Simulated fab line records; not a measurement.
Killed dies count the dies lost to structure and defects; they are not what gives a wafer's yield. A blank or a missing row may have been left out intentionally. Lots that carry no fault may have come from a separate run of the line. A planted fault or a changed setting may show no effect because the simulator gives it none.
Split-lot experiment ; flow n5-finfet ; 21 wafers read across 7 lots, on a route 1938 steps long

## ABOUT THE SPLIT
At N5_BEOL_M10_ILD_DEP_00 (deposits SiCOH lowk from DEMS/porogen, target thk 308.51 nm, time 58 s), the setting time-s was moved away from the recipe's 58 s on 10 of the 21 wafers read, by -10.4% to +12.4%. This setting was run at the recipe's value on the other wafers.

## SPLIT TO READING: what lies between them in the file, 1 step
- N5_BEOL_M10_CURE_71: cures SiCOH lowk, time 240 s

## THE READING
M10_ILD_THK (nm), taken at N5_BEOL_M10_THK_MEAS_01. A value of 267 nm with a standard deviation of 3.3 nm is what fault-free wafers of this fab line usually give.

wafer;tool, chamber at the split;time-s as run, s;against the recipe;M10_ILD_THK, nm;against lot-mates on the recipe
L074.1;pecvd-03, 1;58;recipe;270;-
L074.4;pecvd-03, 2;58;recipe;269;-
L074.5;pecvd-03, 1;58;recipe;274;-
L080.1;pecvd-03, 0;58;recipe;264;-
L080.3;pecvd-03, 1;65.19;+12.4%;300;+36
L080.5;pecvd-03, 2;65.19;+12.4%;305;+41
L079.3;pecvd-02, 0;58;recipe;264;-
L079.4;pecvd-02, 2;58;recipe;268;-
L079.5;pecvd-02, 1;58;recipe;273;-
L082.2;pecvd-03, 2;51.94;-10.4%;237;-33
L082.4;pecvd-03, 2;58;recipe;270;-
L082.6;pecvd-03, 2;51.94;-10.4%;241;-29
L083.2;pecvd-03, 2;64.25;+10.8%;293;+21
L083.4;pecvd-03, 1;58;recipe;272;-
L083.6;pecvd-03, 1;64.25;+10.8%;297;+25
L088.2;pecvd-02, 0;62.35;+7.5%;280;+15
L088.3;pecvd-02, 2;58;recipe;265;-
L088.4;pecvd-02, 2;62.35;+7.5%;287;+22
L095.2;pecvd-01, 2;62.34;+7.5%;287;+21
L095.3;pecvd-01, 0;58;recipe;266;-
L095.6;pecvd-01, 2;62.34;+7.5%;288;+22

THE FIT
A straight line over all 21 wafers: M10_ILD_THK changes by +2.62 nm for each +1% of time-s; r = +0.98; the points scatter about the line by 3.5 nm.
The same after taking each lot's own level away (the mean of its wafers on the recipe; 21 wafers): +2.78 nm for each +1%; r = +0.98; scatter 3.6 nm.
On that fit, the largest move of time-s shifts the reading by 34 nm.
The span of the lots' own levels, 264.0 to 272.0 nm, comes to 2.4 times the standard deviation stated above.
So the lot-to-lot level changes the slope little: the two slopes agree.
Check: +33.4 nm against its lot-mates is what the line predicts for one of the wafers moved furthest among these (+12.4%) when that wafer is left out of the fit. Against them it came out at +36 nm.

## THE WHOLE CHAIN: every reading that the file lists as answering this split, in the file's order
step;what it does;reading;change (the file's fit);r (the file's)
N5_BEOL_M10_ILD_DEP_00;deposits SiCOH lowk from DEMS/porogen, target thk 308.51 nm, time 58 s;SiCOH_lowk_of_BEOL_M10_ILD_DEP_00.thk-nm (the simulator's own value, which no gauge read);+3.13 nm for each +1% of the setting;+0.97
N5_BEOL_M10_CURE_71;cures SiCOH lowk, time 240 s;SiCOH_lowk_of_BEOL_M10_ILD_DEP_00.thk-nm (the simulator's own value, which no gauge read);+2.77 nm for each +1% of the setting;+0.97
N5_BEOL_M10_THK_MEAS_01;;M10_ILD_THK;+2.77 for each +1% of the setting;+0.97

## THE FILE'S OWN FIT
M10_ILD_THK changes by +2.77 nm for each +1% of time-s, r = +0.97.
